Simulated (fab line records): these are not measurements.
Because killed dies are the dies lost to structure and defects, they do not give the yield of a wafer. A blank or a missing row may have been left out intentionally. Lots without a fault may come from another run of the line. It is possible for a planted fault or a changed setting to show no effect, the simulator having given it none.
fab line records	flow n5-finfet
record lots=6	wafers=18	last-day=19
route steps=1938 shown BEOL_M7@1293 PASSIVATION@1936
lots that met no fault: taken from a fault-free run of the same line
start-h: hours from the record's opening day to when the first of the lot's shown wafers began	wait-h: time in hours since the lot's previous step	" same as the row above	L1.1+2: several wafers, shown together as one row	- no value, or no start given	* or withheld: withheld	< > ~ a bound
route shown NAME@n: a module of which the file shows steps, and the number in the route of the first	usual: average and standard deviation across the fault-free wafers	same: alike in all rows	chamber/n: place in a boat	sites: the reading at each site	_std_site: their standard deviation	_edge_site: mean of outer sites minus mean of inner sites	radius-mm: how far each site lies from the wafer's centre	mask NAME#n: copy n	behind: the tool/chamber that last shaped the wafer	hold: why the lot was held/for how many hours/how that ended	device: the transistor (n, p or np) that didn't switch	end of line: tests run on the same wafers once the route is complete	where a step has no rows: the recipe by itself	killed: count of dies lost to structure and defects at first sort (not the wafer's yield)	map: per-die view of a wafer (x killed, . not killed, _ where there is no die)
set.NAME: the setting that was run; set.NAME@STEP: the one run at that earlier step	model.NAME: the simulator's own value behind a step, which no gauge read
lots at some steps of the route; a table a step, a row a wafer
services: a tool's chamber out of use, with start hour (start-h, from the record's first day; less than 0 if before it), hours out, and reason
## steps
# step N5_BEOL_M7_EXPOSE_25
# recipe mask-id=V6	na=0.33	source-shape=annular	sigma-inner=0.4	sigma-outer=0.8	polarization=unpolarized	target-cd-nm=40	dose-mj=42.5
# step N5_BEOL_M7_PEB_26
# recipe peb-temp-c=100	peb-time-s=60	resist=CAR-EUV
# step N5_BEOL_M7_DEVELOP_27
# recipe develop-time-s=30	developer=TMAH	resist=CAR-EUV	rinse-liquid=surfactant-rinse	dry=air-spin	dev-temp-c=23
# step N5_BEOL_M7_CD_MEAS_28
# recipe target-cd-nm=40	landing-energy-ev=500	detector=se-inlens
# usual cd-nm=39.98/0.23
lot.wafer	tool	chamber	start-h	wait-h	cd-nm
L163.1	cd-sem-01	0	258.30	-	39.39
L163.2	"	0	"	"	40.35
L163.6	"	0	"	"	39.94
L166.1	cd-sem-01	0	261.99	-	40.03
L166.3	"	0	"	"	40.33
L166.5	"	0	"	"	39.91
L168.2	cd-sem-01	0	281.34	-	39.89
L168.3	"	0	"	"	39.60
L168.5	"	0	"	"	39.76
L167.1	cd-sem-01	0	281.51	-	39.52
L167.4	"	0	"	"	39.87
L167.6	"	0	"	"	40.13
L177.1	cd-sem-01	0	335.14	-	40.45
L177.2	"	0	"	"	40.54
L177.6	"	0	"	"	40.02
L181.4	cd-sem-03	0	379.17	-	40.28
L181.5	"	0	"	"	40.11
L181.6	"	0	"	"	39.99
# step N5_BEOL_M7_OVL_MEAS_29
# recipe points-per-wafer=522
# usual V6_OVL=0.6/0.64
lot.wafer	tool	chamber	start-h	wait-h	V6_OVL[nm]
L163.1	overlay-02	0	258.33	0.0	0.2
L163.2	"	0	"	"	0.1
L163.6	"	0	"	"	0.1
L166.1	overlay-02	0	262.02	0.0	1.1
L166.3	"	0	"	"	0.4
L166.5	"	0	"	"	-0.2
L168.2	overlay-02	0	281.38	0.0	0.3
L168.3	"	0	"	"	0.3
L168.5	"	0	"	"	0.7
L167.1	overlay-02	0	281.54	0.0	0.1
L167.4	"	0	"	"	-0.2
L167.6	"	0	"	"	0.1
L177.1	overlay-02	0	335.17	0.0	0.1
L177.2	"	0	"	"	0.7
L177.6	"	0	"	"	0.3
L181.4	overlay-02	0	379.21	0.0	0.8
L181.5	"	0	"	"	1.3
L181.6	"	0	"	"	1.6
# step N5_BEOL_M7_INSPECT_30
# recipe mode=adi	inspect-instrument=brightfield
# usual raw-defect-count=429/92
lot.wafer	tool	chamber	start-h	wait-h	raw-defect-count
L163.1	defect-inspect-02	-	258.39	0.1	622
L163.2	"	-	"	"	379
L163.6	"	-	"	"	490
L166.1	defect-inspect-01	-	262.09	0.1	478
L166.3	"	-	"	"	447
L166.5	"	-	"	"	494
L168.2	defect-inspect-01	-	281.43	0.0	384
L168.3	"	-	"	"	367
L168.5	"	-	"	"	400
L167.1	defect-inspect-01	-	281.60	0.1	451
L167.4	"	-	"	"	355
L167.6	"	-	"	"	336
L177.1	defect-inspect-02	-	335.22	0.1	401
L177.2	"	-	"	"	277
L177.6	"	-	"	"	274
L181.4	defect-inspect-02	-	379.25	0.0	468
L181.5	"	-	"	"	419
L181.6	"	-	"	"	366
# step N5_BEOL_M7_DESCUM_33
# recipe chemistry=O2	time-s=7	source-power-w=50	bias-power-w=20	pressure-mtorr=20	rf-frequency-hz=2.712e+07	temp-c=40	resist=CAR-EUV	o2-flow-sccm=225
# usual drypump-motor-current-A=5.6/0.48	oes-product-au=0.79/0.074	rf-vpp-V=242.9/1.4	showerhead-plenum-p-Torr=2.08/0.079	throttle-valve-pct=20.53/0.22
lot.wafer	tool	chamber	start-h	wait-h	drypump-motor-current-A	oes-product-au	rf-hours-counter-h	rf-vpp-V	showerhead-plenum-p-Torr	throttle-valve-pct
L163.1	rie-diel-05	1	259.03	0.6	5.9	0.85	75	244.5	2.22	20.76
L163.2	"	0	"	"	4.7	0.70	218	244.0	2.17	20.74
L163.6	"	2	"	"	5.5	0.73	-	241.7	2.02	20.69
L166.1	rie-diel-04	0	262.48	0.4	5.8	0.68	245	242.4	2.05	20.64
L166.3	"	1	"	"	5.7	0.82	85	241.1	2.04	20.59
L166.5	"	2	"	"	5.5	0.76	-	240.7	1.99	20.17
L168.2	rie-diel-04	2	281.46	0.0	5.5	0.75	162	240.9	1.99	20.20
L168.3	"	1	"	"	5.7	0.83	91	243.3	2.04	20.60
L168.5	"	2	"	"	5.5	0.75	-	242.7	1.99	20.19
L167.1	rie-diel-04	3	281.90	0.3	5.8	0.70	248	243.1	2.07	20.87
L167.4	"	3	"	"	5.8	0.69	-	243.1	2.07	20.88
L167.6	"	2	"	"	5.5	0.75	-	241.0	1.99	20.19
L177.1	rie-diel-01	0	335.26	0.0	6.1	0.87	33	245.2	2.12	20.46
L177.2	"	1	"	"	6.2	0.68	249	243.9	2.17	20.62
L177.6	"	1	"	"	6.1	0.69	-	243.7	2.17	20.64
L181.4	rie-diel-04	3	379.44	0.2	5.8	0.93	17	243.4	2.06	20.57
L181.5	"	2	"	"	5.5	0.72	-	242.7	1.98	20.23
L181.6	"	1	"	"	5.8	0.78	-	242.6	2.02	20.66
# step N5_BEOL_M7_ETCH_72
# recipe chemistry=N2/H2	target=underlayer	target-depth-a=65	mask-material=CAR-EUV	time-s=5.2	ion-energy-ev=200	pressure-mtorr=30	source-w=840	bias-w=150	n2-flow-sccm=200	h2-flow-sccm=200	ends=cleared
# usual drypump-motor-current-A=5.6/0.48	etch-rf-on-time-s=5.14/0.12	oes-product-au=0.67/0.063	rf-vpp-V=523.2/2.8	showerhead-plenum-p-Torr=2.53/0.096	throttle-valve-pct=17.93/0.2
lot.wafer	tool	chamber	start-h	wait-h	drypump-motor-current-A	etch-rf-on-time-s	oes-product-au	rf-hours-counter-h	rf-vpp-V	showerhead-plenum-p-Torr	throttle-valve-pct
L163.1	rie-diel-05	1	259.07	0.0	5.9	5.13	0.73	75	528.1	2.68	18.17
L163.2	"	0	"	"	4.7	5.30	0.59	218	524.1	2.64	18.16
L163.6	"	2	"	"	5.5	5.18	0.63	-	521.7	2.42	17.72
L166.1	rie-diel-04	0	262.51	0.0	5.8	5.23	0.58	245	521.5	2.51	18.26
L166.3	"	1	"	"	5.8	5.15	0.71	85	522.4	2.46	17.93
L166.5	"	2	"	"	5.5	5.13	0.65	-	520.8	2.43	17.61
L168.2	rie-diel-04	2	281.50	0.0	5.5	5.13	0.64	162	520.8	2.42	17.61
L168.3	"	1	"	"	5.8	5.18	0.70	91	522.6	2.46	17.98
L168.5	"	2	"	"	5.5	5.19	0.65	-	523.1	2.42	17.62
L167.1	rie-diel-04	3	281.94	0.0	5.8	5.17	0.60	248	522.7	2.51	18.27
L167.4	"	3	"	"	5.8	5.22	0.58	-	521.6	2.51	18.29
L167.6	"	2	"	"	5.5	5.19	0.64	-	521.4	2.42	17.62
L177.1	rie-diel-01	0	335.29	0.0	6.2	5.00	0.75	33	522.8	2.61	18.08
L177.2	"	1	"	"	6.2	4.78	0.59	249	524.5	2.60	17.94
L177.6	"	1	"	"	6.2	4.82	0.59	-	526.0	2.60	17.96
L181.4	rie-diel-04	3	379.47	0.0	5.8	4.91	0.82	17	521.5	2.50	17.91
L181.5	"	2	"	"	5.5	5.21	0.61	-	520.7	2.41	17.68
L181.6	"	1	"	"	5.7	5.15	0.68	-	522.5	2.45	18.00
# step N5_BEOL_M7_ETCH_65
# recipe chemistry=CF4	target=SiARC	target-depth-a=156	mask-material=CAR-EUV	time-s=26	ion-energy-ev=80	pressure-mtorr=40	source-w=545	bias-w=36	Ar_flow_sccm=100	cf4-flow-sccm=100	ends=cleared
# usual drypump-motor-current-A=5.6/0.48	etch-rf-on-time-s=25.7/0.52	oes-product-au=0.67/0.062	rf-vpp-V=183.9/1.2	showerhead-plenum-p-Torr=2.13/0.068	throttle-valve-pct=15.70/0.16
lot.wafer	tool	chamber	start-h	wait-h	drypump-motor-current-A	etch-rf-on-time-s	oes-product-au	rf-hours-counter-h	rf-vpp-V	showerhead-plenum-p-Torr	throttle-valve-pct
L163.1	rie-diel-05	1	259.09	0.0	5.9	25.6	0.72	75	186.8	2.26	15.78
L163.2	"	0	"	"	4.7	26.2	0.60	218	184.0	2.20	15.89
L163.6	"	2	"	"	5.5	25.5	0.65	-	181.5	2.06	15.71
L166.1	rie-diel-04	0	262.53	0.0	5.8	26.3	0.58	245	183.8	2.12	15.97
L166.3	"	1	"	"	5.7	26.0	0.71	85	182.5	2.08	15.61
L166.5	"	2	"	"	5.5	26.1	0.64	-	184.2	2.06	15.55
L168.2	rie-diel-04	2	281.52	0.0	5.5	25.7	0.64	162	181.9	2.06	15.56
L168.3	"	1	"	"	5.7	25.9	0.70	91	185.7	2.07	15.60
L168.5	"	2	"	"	5.5	25.7	0.64	-	183.2	2.06	15.57
L167.1	rie-diel-04	3	281.96	0.0	5.8	25.8	0.59	248	182.6	2.13	16.12
L167.4	"	3	"	"	5.9	25.7	0.60	-	183.3	2.13	16.15
L167.6	"	2	"	"	5.5	25.7	0.64	-	182.7	2.06	15.56
L177.1	rie-diel-01	0	335.31	0.0	6.1	25.6	0.74	33	186.1	2.20	15.74
L177.2	"	1	"	"	6.1	24.6	0.59	249	185.8	2.18	15.67
L177.6	"	1	"	"	6.1	24.4	0.59	-	183.9	2.18	15.66
L181.4	rie-diel-04	3	379.49	0.0	5.8	24.8	0.82	17	182.7	2.12	15.69
L181.5	"	2	"	"	5.5	25.9	0.62	-	182.8	2.05	15.63
L181.6	"	1	"	"	5.7	25.9	0.67	-	183.3	2.06	15.69
# step N5_BEOL_M7_ETCH_66
# recipe chemistry=N2/H2	target=SOC	target-depth-a=800	overetch-a=160	mask-material=SiARC	temp-c=40	time-s=120	ion-energy-ev=200	pressure-mtorr=30	source-w=840	bias-w=150	n2-flow-sccm=200	h2-flow-sccm=200
# usual drypump-motor-current-A=5.6/0.48	oes-product-au=0.60/0.052	rf-vpp-V=523.4/2.5	showerhead-plenum-p-Torr=2.53/0.096	throttle-valve-pct=17.88/0.2
lot.wafer	tool	chamber	start-h	wait-h	drypump-motor-current-A	oes-product-au	rf-hours-counter-h	rf-vpp-V	showerhead-plenum-p-Torr	throttle-valve-pct
L163.1	rie-diel-05	1	259.11	0.0	5.9	0.65	75	527.9	2.68	18.12
L163.2	"	0	"	"	4.7	0.54	218	525.1	2.64	18.11
L163.6	"	2	"	"	5.5	0.57	-	520.9	2.42	17.69
L166.1	rie-diel-04	0	262.56	0.0	5.8	0.52	246	523.2	2.51	18.23
L166.3	"	1	"	"	5.8	0.63	86	520.3	2.46	17.91
L166.5	"	2	"	"	5.5	0.57	-	519.9	2.43	17.59
L168.2	rie-diel-04	2	281.54	0.0	5.5	0.57	162	522.0	2.42	17.57
L168.3	"	1	"	"	5.8	0.62	91	521.6	2.46	17.91
L168.5	"	2	"	"	5.5	0.57	-	521.7	2.42	17.59
L167.1	rie-diel-04	3	281.98	0.0	5.8	0.54	248	522.5	2.51	18.24
L167.4	"	3	"	"	5.8	0.53	-	522.6	2.51	18.24
L167.6	"	2	"	"	5.5	0.57	-	521.0	2.42	17.59
L177.1	rie-diel-01	0	335.34	0.0	6.2	0.66	33	527.1	2.61	18.04
L177.2	"	1	"	"	6.1	0.52	249	525.2	2.60	17.89
L177.6	"	1	"	"	6.2	0.52	-	525.0	2.60	17.91
L181.4	rie-diel-04	3	379.52	0.0	5.9	0.70	17	523.4	2.50	17.85
L181.5	"	2	"	"	5.5	0.56	-	521.3	2.41	17.65
L181.6	"	1	"	"	5.7	0.60	-	520.7	2.45	17.98
# step N5_BEOL_M7_STRIP_69
# recipe chemistry=N2/H2	temp-c=40	n2-flow-sccm=200	h2-flow-sccm=200	rf-frequency-hz=6e+07
# step N5_BEOL_M7_STRIP_73
# recipe chemistry=N2/H2	temp-c=40	n2-flow-sccm=200	h2-flow-sccm=200	rf-frequency-hz=6e+07
# step N5_BEOL_M7_VIA_ETCH_34
# recipe chemistry=C4F6/O2	target=SiCOH_lowk	target-depth-a=1255	mask-material=SOC	taper-deg=4	time-s=50.5	ion-energy-ev=250	pressure-mtorr=30	source-w=345	bias-w=185	Ar_flow_sccm=300	C4F6_flow_sccm=10	O2_flow_sccm=10
# usual drypump-motor-current-A=5.6/0.48	oes_ar_750_au=0.79/0.069	oes-product-au=0.79/0.074	rf-vpp-V=659/13	showerhead-plenum-p-Torr=2.83/0.087	throttle-valve-pct=20.99/0.18
lot.wafer	tool	chamber	start-h	wait-h	drypump-motor-current-A	oes_ar_750_au	oes-product-au	rf-hours-counter-h	rf-vpp-V	showerhead-plenum-p-Torr	throttle-valve-pct	model.etch.depth-nm	model.SOC_of_BEOL_M7_COAT_63.thk-nm
L163.1	rie-diel-05	1	259.22	0.0	5.9	0.85	0.85	75	662	3.00	21.18	126.9	54
L163.2	"	0	"	"	4.7	0.70	0.69	218	660	2.92	21.06	124.3	54.2
L163.6	"	2	"	"	5.5	0.75	0.76	-	654	2.75	21.10	127	54
L166.1	rie-diel-04	0	262.66	0.0	5.8	0.68	0.68	246	672	2.80	21.15	125.9	54
L166.3	"	1	"	"	5.7	0.82	0.83	86	661	2.76	20.94	128.1	53.8
L166.5	"	2	"	"	5.5	0.76	0.76	-	634	2.74	20.82	126	53.8
L168.2	rie-diel-04	2	281.64	0.0	5.5	0.76	0.94	162	633	2.74	20.90	176.4	51.2
L168.3	"	1	"	"	5.7	0.82	0.82	91	661	2.76	20.94	124.7	53.6
L168.5	"	2	"	"	5.5	0.76	0.74	-	635	2.74	20.83	123.8	53.8
L167.1	rie-diel-04	3	282.08	0.0	5.8	0.71	0.87	248	670	2.83	21.47	174.9	51.4
L167.4	"	3	"	"	5.9	0.71	0.87	-	671	2.83	21.45	174.9	51.4
L167.6	"	2	"	"	5.5	0.76	0.75	-	634	2.74	20.82	124.5	54
L177.1	rie-diel-01	0	335.44	0.0	6.1	0.86	0.88	33	696	2.91	21.07	130.1	53.6
L177.2	"	1	"	"	6.1	0.69	0.69	249	664	2.89	20.74	131.2	53.4
L177.6	"	1	"	"	6.1	0.70	0.69	-	665	2.89	20.79	130.6	53.4
L181.4	rie-diel-04	3	379.62	0.0	5.9	0.93	0.93	17	671	2.82	21.09	129.2	54
L181.5	"	2	"	"	5.5	0.73	0.71	-	634	2.72	20.88	121.7	54.4
L181.6	"	1	"	"	5.8	0.78	0.78	-	660	2.74	21.00	123.2	54.2
# step N5_BEOL_M7_STRIP_76
# recipe chemistry=C4F6/O2	resist=SiARC	rf-frequency-hz=6e+07
# step N5_PASSIVATION_PROBE_49
# usual defect-limited-yield=91.4/1.2	killed_at_M0_to_M3=35/11	killed_at_M4_up=14/6	killed-at-contacts=12/6.7	killed-at-front-end=37/9.7	killed-at-other=3.5/2.5	killed-dies=102/15	killed-open=67/12	killed-short=33/7.3	sort_bin_5_function=5.1/0.81	sort_bin_6_memory=3.2/0.65	sort-n-pass=1078/15	sort-yield-pct=91.4/1.2
# same gross-dies=1180	killed-at-back-side=0	sort_bin_4_leakage[%]=0	sort_bin_8_speed[%]=0
lot.wafer	tool	chamber	start-h	wait-h	defect-limited-yield[%]	killed_at_M0_to_M3	killed_at_M4_up	killed-at-contacts	killed-at-front-end	killed-at-other	killed-dies	killed-open	killed-short	sort_bin_5_function[%]	sort_bin_6_memory[%]	sort-n-pass	sort-yield-pct[%]
L177.6	prober-01	-	414.95	0.3	90.9	44	12	12	37	2	107	70	36	5.1	3.4	1073	90.9
# killed by level:class
L177.6 BEOL_M0_SAQP:geometric-particle:short=12 FIN_SAQP:geometric-particle:open=11 MOL_CONTACT_COAG:geometric-particle:open=11 FIN_SAQP:geometric-particle:short=10 BEOL_M0_SAQP:geometric-particle:open=10 BEOL_M2:geometric-particle:open=9 BEOL_M4:geometric-particle:open=7 BEOL_M3:geometric-particle:open=7
## services
tool	chamber	start-h	hours	kind
rie-diel-01	-	240.37	5.9	repair
rie-diel-01	2	252.91	26.0	repair
rie-diel-01	-	253.32	6.4	repair
rie-diel-04	0	277.96	-	clean
rie-diel-04	0	277.96	-	consumable-replace:focus-ring
rie-diel-04	0	277.96	19.5	scheduled-down
rie-diel-04	0	277.96	19.5	vent-cycle
rie-diel-04	3	297.44	-	clean
rie-diel-04	3	297.44	-	consumable-replace:focus-ring
rie-diel-04	3	297.44	27.5	scheduled-down
rie-diel-04	3	297.44	27.5	vent-cycle
rie-diel-01	0	301.70	3.2	repair
rie-diel-01	1	338.42	-	clean
rie-diel-01	1	338.42	-	consumable-replace:focus-ring
rie-diel-01	1	338.42	24.1	scheduled-down
rie-diel-01	1	338.42	24.1	vent-cycle
rie-diel-05	0	365.49	-	clean
rie-diel-05	0	365.49	-	consumable-replace:focus-ring
rie-diel-05	0	365.49	13.6	scheduled-down
rie-diel-05	0	365.49	13.6	vent-cycle
rie-diel-01	0	378.42	9.6	repair
rie-diel-05	3	378.97	14.3	repair
rie-diel-05	0	379.15	1.6	repair
## key
first-sign none at tools or gauges
model-effect step=N5_BEOL_M7_VIA_ETCH_34	value=etch.depth-nm	without=124.5	struck=175.4
met-at N5_BEOL_M7_VIA_ETCH_34
struck-wafers L167.1,L167.4,L168.2
onset-between 262.66 281.64
fault kind=process-parameter-drift	tool=rie-diel-04	chamber=-	onset-h=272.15	steps=N5_BEOL_M7_VIA_ETCH_34	channel=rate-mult	offset=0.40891	shape=step	end-h=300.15	scope=struck-wafers-only
